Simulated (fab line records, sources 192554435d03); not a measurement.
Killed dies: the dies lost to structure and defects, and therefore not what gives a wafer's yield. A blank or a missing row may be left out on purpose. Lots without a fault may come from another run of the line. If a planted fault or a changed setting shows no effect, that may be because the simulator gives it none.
Split-lot experiment || flow n5-finfet || 7 lots, 21 wafers read, on a route of 1938 steps

## SPLIT DETAILS
At N5_BEOL_M2_COAT_22 (resist thk 30 nm), the setting spin-rpm was moved away from the recipe's 1500 rpm on 9 of the 21 wafers read, by -10.9% to +11.3%. All remaining wafers had this setting at the recipe value.

## FROM THE SPLIT TO THE READING: what the file shows between them, 2 steps
- N5_BEOL_M2_EBR_24
- N5_BEOL_M2_SOFTBAKE_23: time 60 s

## THE READING
CAR-EUV_of_BEOL_M2_COAT_22.thk-nm (the simulator's own value, which no gauge read), in nm, at N5_BEOL_M2_DESCUM_33 (chemistry O2, time 7 s). No usual value for it is given in the file. Average 26.1 nm, standard deviation 0.087 nm, over the 12 wafers here run with the recipe.

{"wafer": "L076.1", "tool, chamber at the split": "litho-track-05, 0", "spin-rpm as run, rpm": 1500, "against the recipe": "recipe", "CAR-EUV_of_BEOL_M2_COAT_22.thk-nm, nm": 26.2, "against lot-mates on the recipe": "-"}
{"wafer": "L076.2", "tool, chamber at the split": "litho-track-05, 0", "spin-rpm as run, rpm": 1500, "against the recipe": "recipe", "CAR-EUV_of_BEOL_M2_COAT_22.thk-nm, nm": 26.2, "against lot-mates on the recipe": "-"}
{"wafer": "L076.6", "tool, chamber at the split": "litho-track-05, 0", "spin-rpm as run, rpm": 1500, "against the recipe": "recipe", "CAR-EUV_of_BEOL_M2_COAT_22.thk-nm, nm": 26.2, "against lot-mates on the recipe": "-"}
{"wafer": "L078.1", "tool, chamber at the split": "litho-track-05, 0", "spin-rpm as run, rpm": 1500, "against the recipe": "recipe", "CAR-EUV_of_BEOL_M2_COAT_22.thk-nm, nm": 26, "against lot-mates on the recipe": "-"}
{"wafer": "L078.5", "tool, chamber at the split": "litho-track-05, 0", "spin-rpm as run, rpm": 1500, "against the recipe": "recipe", "CAR-EUV_of_BEOL_M2_COAT_22.thk-nm, nm": 26, "against lot-mates on the recipe": "-"}
{"wafer": "L078.4", "tool, chamber at the split": "litho-track-05, 0", "spin-rpm as run, rpm": 1669, "against the recipe": "+11.3%", "CAR-EUV_of_BEOL_M2_COAT_22.thk-nm, nm": 24.4, "against lot-mates on the recipe": -1.6}
{"wafer": "L081.3", "tool, chamber at the split": "litho-track-05, 0", "spin-rpm as run, rpm": 1345, "against the recipe": "-10.3%", "CAR-EUV_of_BEOL_M2_COAT_22.thk-nm, nm": 27.8, "against lot-mates on the recipe": "+1.8"}
{"wafer": "L081.4", "tool, chamber at the split": "litho-track-05, 0", "spin-rpm as run, rpm": 1500, "against the recipe": "recipe", "CAR-EUV_of_BEOL_M2_COAT_22.thk-nm, nm": 26, "against lot-mates on the recipe": "-"}
{"wafer": "L081.6", "tool, chamber at the split": "litho-track-05, 0", "spin-rpm as run, rpm": 1345, "against the recipe": "-10.3%", "CAR-EUV_of_BEOL_M2_COAT_22.thk-nm, nm": 27.6, "against lot-mates on the recipe": "+1.6"}
{"wafer": "L084.1", "tool, chamber at the split": "litho-track-05, 0", "spin-rpm as run, rpm": 1500, "against the recipe": "recipe", "CAR-EUV_of_BEOL_M2_COAT_22.thk-nm, nm": 26, "against lot-mates on the recipe": "-"}
{"wafer": "L084.6", "tool, chamber at the split": "litho-track-05, 0", "spin-rpm as run, rpm": 1500, "against the recipe": "recipe", "CAR-EUV_of_BEOL_M2_COAT_22.thk-nm, nm": 26, "against lot-mates on the recipe": "-"}
{"wafer": "L084.4", "tool, chamber at the split": "litho-track-05, 0", "spin-rpm as run, rpm": 1452, "against the recipe": "-3.2%", "CAR-EUV_of_BEOL_M2_COAT_22.thk-nm, nm": 26.6, "against lot-mates on the recipe": "+0.6"}
{"wafer": "L085.2", "tool, chamber at the split": "litho-track-04, 0", "spin-rpm as run, rpm": 1500, "against the recipe": "recipe", "CAR-EUV_of_BEOL_M2_COAT_22.thk-nm, nm": 26, "against lot-mates on the recipe": "-"}
{"wafer": "L085.5", "tool, chamber at the split": "litho-track-04, 0", "spin-rpm as run, rpm": 1374, "against the recipe": "-8.4%", "CAR-EUV_of_BEOL_M2_COAT_22.thk-nm, nm": 27.4, "against lot-mates on the recipe": "+1.4"}
{"wafer": "L085.6", "tool, chamber at the split": "litho-track-04, 0", "spin-rpm as run, rpm": 1374, "against the recipe": "-8.4%", "CAR-EUV_of_BEOL_M2_COAT_22.thk-nm, nm": 27.6, "against lot-mates on the recipe": "+1.6"}
{"wafer": "L088.1", "tool, chamber at the split": "litho-track-05, 0", "spin-rpm as run, rpm": 1500, "against the recipe": "recipe", "CAR-EUV_of_BEOL_M2_COAT_22.thk-nm, nm": 26, "against lot-mates on the recipe": "-"}
{"wafer": "L088.5", "tool, chamber at the split": "litho-track-05, 0", "spin-rpm as run, rpm": 1500, "against the recipe": "recipe", "CAR-EUV_of_BEOL_M2_COAT_22.thk-nm, nm": 26, "against lot-mates on the recipe": "-"}
{"wafer": "L088.6", "tool, chamber at the split": "litho-track-05, 0", "spin-rpm as run, rpm": 1336, "against the recipe": "-10.9%", "CAR-EUV_of_BEOL_M2_COAT_22.thk-nm, nm": 27.8, "against lot-mates on the recipe": "+1.8"}
{"wafer": "L090.1", "tool, chamber at the split": "litho-track-05, 0", "spin-rpm as run, rpm": 1369, "against the recipe": "-8.7%", "CAR-EUV_of_BEOL_M2_COAT_22.thk-nm, nm": 27.4, "against lot-mates on the recipe": "+1.4"}
{"wafer": "L090.2", "tool, chamber at the split": "litho-track-05, 0", "spin-rpm as run, rpm": 1369, "against the recipe": "-8.7%", "CAR-EUV_of_BEOL_M2_COAT_22.thk-nm, nm": 27.2, "against lot-mates on the recipe": "+1.2"}
{"wafer": "L090.5", "tool, chamber at the split": "litho-track-05, 0", "spin-rpm as run, rpm": 1500, "against the recipe": "recipe", "CAR-EUV_of_BEOL_M2_COAT_22.thk-nm, nm": 26, "against lot-mates on the recipe": "-"}

FIT RESULTS
A straight line over all 21 wafers: CAR-EUV_of_BEOL_M2_COAT_22.thk-nm changes by -0.155 nm for each +1% of spin-rpm; r = -0.99; the points scatter about the line by 0.11 nm.
The same after taking each lot's own level away (the mean of its wafers on the recipe; 21 wafers): -0.158 nm for each +1%; r = -0.99; scatter 0.094 nm.
That fit puts the effect of the largest move of spin-rpm on the reading at 1.8 nm.
From 26.00 to 26.20 nm: that is the span of the lots' own levels, equal to 2.3 times the standard deviation above.
So the lot-to-lot level changes the slope little: the two slopes agree.
Check: for one of the wafers moved furthest among these (+11.3%), held out of the fit, the line's prediction against its lot-mates is -1.84 nm. It came out at -1.6 nm against them.

## FURTHER SPLITS ON THESE WAFERS
These wafers also went through other splits before the reading. Each is held against what the fit with the lots' levels taken away leaves over:
{"other split on the same wafers": "N5_BEOL_M0_SAQP_SPACER2_ETCHBACK_27 time-s", "wafers away from the commonest value": 5, "r with CAR-EUV_of_BEOL_M2_COAT_22.thk-nm (lot level and that fit taken away)": -0.04}
{"other split on the same wafers": "N5_BEOL_M1_PECVD_72 time-s", "wafers away from the commonest value": 11, "r with CAR-EUV_of_BEOL_M2_COAT_22.thk-nm (lot level and that fit taken away)": "+0.37"}
{"other split on the same wafers": "N5_BEOL_M2_COAT_67 spin-rpm", "wafers away from the commonest value": 8, "r with CAR-EUV_of_BEOL_M2_COAT_22.thk-nm (lot level and that fit taken away)": -0.16}

## THE WHOLE CHAIN: every reading that the file lists as answering this split, in the file's order
{"step": "N5_BEOL_M2_COAT_22", "what it does": "resist thk 30 nm", "reading": "CAR-EUV_of_BEOL_M2_COAT_22.thk-nm (the simulator's own value, which no gauge read)", "change (the file's fit)": "-0.155 nm for each +1% of the setting", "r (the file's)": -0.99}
{"step": "N5_BEOL_M2_DESCUM_33", "what it does": "chemistry O2, time 7 s", "reading": "CAR-EUV_of_BEOL_M2_COAT_22.thk-nm (the simulator's own value, which no gauge read)", "change (the file's fit)": "-0.159 nm for each +1% of the setting", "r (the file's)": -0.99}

## FILE'S OWN FIT
CAR-EUV_of_BEOL_M2_COAT_22.thk-nm changes by -0.159 nm for each +1% of spin-rpm, r = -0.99.
